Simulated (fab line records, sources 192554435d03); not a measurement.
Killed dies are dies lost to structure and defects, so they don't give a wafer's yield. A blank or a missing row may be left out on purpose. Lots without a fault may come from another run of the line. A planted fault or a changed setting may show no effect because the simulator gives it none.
Which tool did it? | flow n5_finfet | 8 lots, 24 wafers sampled, at 5 steps of a route of 1938

WHAT THE GAUGES READ, wafer by wafer
N5_BEOL_M4_OCD_MEAS_38.
lot  | measured     | on     | trench_depth_nm (nm)
L868 | day 8 19:56  | ocd-01 | 56.8 57.1 56.5
L869 | day 8 23:18  | ocd-01 | 54.7 54.7 55.1
L872 | day 9 17:03  | ocd-01 | 55.7 54.9 55.6
L879 | day 12 11:01 | ocd-02 | 53.4 0.3 -
L881 | day 12 14:13 | ocd-01 | 56.8 - 0.5
L886 | day 13 15:51 | ocd-02 | 54.0 54.2 56.5
L884 | day 13 19:33 | ocd-01 | 56.5 56.0 53.6
L885 | day 13 19:49 | ocd-01 | 55.9 57.0 54.8

WHICH TOOL RAN EACH LOT (tool, then ch and the chambers of the sampled wafers, then the start)
lot  | N5_BEOL_M3_PRE_CLEAN_60          | N5_BEOL_M3_DEP_57               | N5_BEOL_M4_ETCH_64                 | N5_BEOL_M4_HM_OPEN_17
L868 | cvd_co-02 ch 0,1, day 8 03:33    | pecvd-04 ch 0,1, day 8 03:43    | rie_diel-04 ch 1,3, day 8 05:26    | rie_metal-02 ch 0,1, day 8 05:37
L869 | cvd_co-02 ch 0,1,2, day 8 18:33  | pecvd-04 ch 0,1,2, day 8 18:42  | rie_diel-04 ch 1,2, day 8 20:52    | rie_metal-03 ch 0,1, day 8 21:04
L872 | cvd_co-02 ch 0,1, day 9 09:59    | pecvd-01 ch 0,1,2, day 9 10:08  | rie_diel-05 ch 0,1, day 9 14:29    | rie_metal-03 ch 0, day 9 14:40
L879 | cvd_co-01 ch 0,1, day 11 12:31   | pecvd-01 ch 0,1,2, day 11 12:41 | rie_diel-04 ch 0,2, day 11 14:58   | rie_metal-03 ch 0,1, day 11 15:11
L881 | cvd_co-02 ch 0,2, day 12 06:16   | pecvd-02 ch 0,1, day 12 06:25   | rie_diel-04 ch 0,1,3, day 12 08:29 | rie_metal-03 ch 0,1, day 12 08:40
L886 | cvd_co-01 ch 0,1,2, day 13 08:19 | pecvd-04 ch 0,1,2, day 13 08:28 | rie_diel-03 ch 0,1,3, day 13 11:43 | rie_metal-02 ch 0,1, day 13 11:53
L884 | cvd_co-02 ch 0,1, day 13 11:13   | pecvd-02 ch 0,1,2, day 13 11:22 | rie_diel-05 ch 0,2, day 13 12:23   | rie_metal-03 ch 0,1, day 13 12:35
L885 | cvd_co-02 ch 0,2, day 13 13:42   | pecvd-04 ch 1,2, day 13 13:52   | rie_diel-03 ch 0,2,3, day 13 15:40 | rie_metal-02 ch 1, day 13 15:50
- N5_BEOL_M3_PRE_CLEAN_60: time 15 s.
- N5_BEOL_M3_DEP_57: deposits SiCN from 3MS/NH3, target thk 8 nm, time 14 s.
- N5_BEOL_M4_ETCH_64: etches SOC in N2/H2, target depth 75 nm, overetch 22.5 nm, time 121.9 s.
- N5_BEOL_M4_HM_OPEN_17: chemistry Cl2/BCl3, target TiN, target depth 20 nm, overetch 6 nm.

THE ANSWER, worked out from the rows above alone
Rule: what is usual is taken from the lots themselves. Put in order of their means at a reading, lots are off if they are a third of the lots or fewer, leave a main group of 4 or more, and stand apart from it by a gap of 3 or more times the standard deviation of the main group's means; of several such gaps the widest counts. A main group whose means are all the same, to the digits that the tables above print for the reading, isn't used. A lot without any number at a reading at which 4 lots or more have one is off too. The other lots that the step has rows for count as sound.
Off: L879, L881, at N5_BEOL_M4_OCD_MEAS_38 (trench_depth_nm). The main group: mean 55.5 nm, standard deviation 0.67.
A tool fits if, at a process step before that reading, it ran every lot that is off, and no sound lot after the first of them. The gauges at N5_BEOL_M4_OCD_MEAS_38 are tried like those tools. One fits: rie_diel-04 at N5_BEOL_M4_ETCH_64. Its last sound lot is L869 (day 8 20:52), its first lot that is off L879 (day 11 14:58): a fault that began between those two fits.

WHAT THE SIMULATOR HAD PUT IN
Process parameter drift: rie_diel-04, from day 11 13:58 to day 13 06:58, at N5_BEOL_M4_ETCH_64. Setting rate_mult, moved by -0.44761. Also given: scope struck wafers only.
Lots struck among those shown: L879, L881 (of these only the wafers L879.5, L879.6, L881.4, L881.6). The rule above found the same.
